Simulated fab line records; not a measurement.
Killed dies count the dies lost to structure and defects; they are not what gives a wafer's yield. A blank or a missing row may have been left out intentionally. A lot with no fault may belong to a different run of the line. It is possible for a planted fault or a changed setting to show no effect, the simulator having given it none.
Split-lot experiment :: flow n5_finfet :: 7 lots, 21 wafers read, on a route of 1938 steps

## ON THE SPLIT
At N5_MOL_CONTACT_COAG_ETCH_15 (etches SiNx in CH3F/O2, stops on Si:P, target depth 7 nm), the setting source_w was moved away from the recipe's 395 W on 7 of the 21 wafers read, by -15.5% to +16.3%. This setting was run at the recipe's value on the other wafers.

The reading comes from the split's own step.

## THE READING
rf_vpp_V, in V, at N5_MOL_CONTACT_COAG_ETCH_15 (etches SiNx in CH3F/O2, stops on Si:P, target depth 7 nm). Typical for fault-free wafers on this fab line: 294 V, with standard deviation 5.1 V.

wafer: L074.1
tool, chamber at the split: rie_diel-04, 1
source_w as run, W: 395
against the recipe: recipe
rf_vpp_V, V: 297
against lot-mates on the recipe: -

wafer: L074.5
tool, chamber at the split: rie_diel-04, 0
source_w as run, W: 395
against the recipe: recipe
rf_vpp_V, V: 302
against lot-mates on the recipe: -

wafer: L074.6
tool, chamber at the split: rie_diel-04, 3
source_w as run, W: 349.6
against the recipe: -11.5%
rf_vpp_V, V: 323
against lot-mates on the recipe: +24

wafer: L075.3
tool, chamber at the split: rie_diel-05, 0
source_w as run, W: 459.3
against the recipe: +16.3%
rf_vpp_V, V: 268
against lot-mates on the recipe: no lot-mate on the recipe

wafer: L075.4
tool, chamber at the split: rie_diel-05, 1
source_w as run, W: 459.3
against the recipe: +16.3%
rf_vpp_V, V: 269
against lot-mates on the recipe: no lot-mate on the recipe

wafer: L075.5
tool, chamber at the split: rie_diel-05, 1
source_w as run, W: 459.3
against the recipe: +16.3%
rf_vpp_V, V: 270
against lot-mates on the recipe: no lot-mate on the recipe

wafer: L080.1
tool, chamber at the split: rie_diel-05, 2
source_w as run, W: 450.4
against the recipe: +14.0%
rf_vpp_V, V: 276
against lot-mates on the recipe: -12

wafer: L080.2
tool, chamber at the split: rie_diel-05, 3
source_w as run, W: 395
against the recipe: recipe
rf_vpp_V, V: 287
against lot-mates on the recipe: -

wafer: L080.3
tool, chamber at the split: rie_diel-05, 0
source_w as run, W: 395
against the recipe: recipe
rf_vpp_V, V: 288
against lot-mates on the recipe: -

wafer: L084.2
tool, chamber at the split: rie_diel-05, 0
source_w as run, W: 395
against the recipe: recipe
rf_vpp_V, V: 289
against lot-mates on the recipe: -

wafer: L084.3
tool, chamber at the split: rie_diel-05, 1
source_w as run, W: 395
against the recipe: recipe
rf_vpp_V, V: 289
against lot-mates on the recipe: -

wafer: L084.5
tool, chamber at the split: rie_diel-05, 1
source_w as run, W: 395
against the recipe: recipe
rf_vpp_V, V: 289
against lot-mates on the recipe: -

wafer: L089.2
tool, chamber at the split: rie_diel-03, 0
source_w as run, W: 333.7
against the recipe: -15.5%
rf_vpp_V, V: 321
against lot-mates on the recipe: +27

wafer: L089.5
tool, chamber at the split: rie_diel-03, 0
source_w as run, W: 395
against the recipe: recipe
rf_vpp_V, V: 294
against lot-mates on the recipe: -

wafer: L089.6
tool, chamber at the split: rie_diel-03, 1
source_w as run, W: 333.7
against the recipe: -15.5%
rf_vpp_V, V: 318
against lot-mates on the recipe: +24

wafer: L091.4
tool, chamber at the split: rie_diel-05, 3
source_w as run, W: 395
against the recipe: recipe
rf_vpp_V, V: 287
against lot-mates on the recipe: -

wafer: L091.5
tool, chamber at the split: rie_diel-05, 0
source_w as run, W: 395
against the recipe: recipe
rf_vpp_V, V: 287
against lot-mates on the recipe: -

wafer: L091.6
tool, chamber at the split: rie_diel-05, 1
source_w as run, W: 395
against the recipe: recipe
rf_vpp_V, V: 287
against lot-mates on the recipe: -

wafer: L095.3
tool, chamber at the split: rie_diel-05, 0
source_w as run, W: 395
against the recipe: recipe
rf_vpp_V, V: 288
against lot-mates on the recipe: -

wafer: L095.4
tool, chamber at the split: rie_diel-05, 3
source_w as run, W: 395
against the recipe: recipe
rf_vpp_V, V: 287
against lot-mates on the recipe: -

wafer: L095.5
tool, chamber at the split: rie_diel-05, 1
source_w as run, W: 395
against the recipe: recipe
rf_vpp_V, V: 289
against lot-mates on the recipe: -

THE FIT
A straight line over all 21 wafers: rf_vpp_V changes by -1.6 V for each +1% of source_w; r = -0.94; the points scatter about the line by 5.5 V.
The same after taking each lot's own level away (the mean of its wafers on the recipe; 18 wafers): -1.47 V for each +1%; r = -0.96; scatter 2.9 V.
That fit puts the effect of the largest move of source_w on the reading at 24 V.
Across the lots, their own levels run from 287.0 to 299.5 V, a range of 2.5 times the standard deviation given above.
The two slopes are in agreement: the lot-to-lot level therefore moves the slope only a little.
Check: +22.6 V against its lot-mates is what the line predicts for one of the wafers moved furthest among these (-15.5%) when that wafer is left out of the fit. Against them it came out at +27 V.
Tool readings at the split's step, against how far the setting was moved: rf_vpp_V r = -0.94.

## THESE WAFERS: OTHER SPLITS
Note: prior to the reading, these wafers also went through further splits. Each is held against what the fit with the lots' levels taken away leaves over:
other split on the same wafers: N5_SDB_COAT_03 spin_rpm
wafers away from the commonest value: 9
r with rf_vpp_V (lot level and that fit taken away): +0.26

other split on the same wafers: N5_HKMG_FIN_ETCH_54 source_w
wafers away from the commonest value: 7
r with rf_vpp_V (lot level and that fit taken away): -0.12

other split on the same wafers: N5_HKMG_FIN_ETCH_58 source_w
wafers away from the commonest value: 7
r with rf_vpp_V (lot level and that fit taken away): +0.08

## THE FILE'S OWN FIT
rf_vpp_V changes by -1.43 V for each +1% of source_w, r = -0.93.
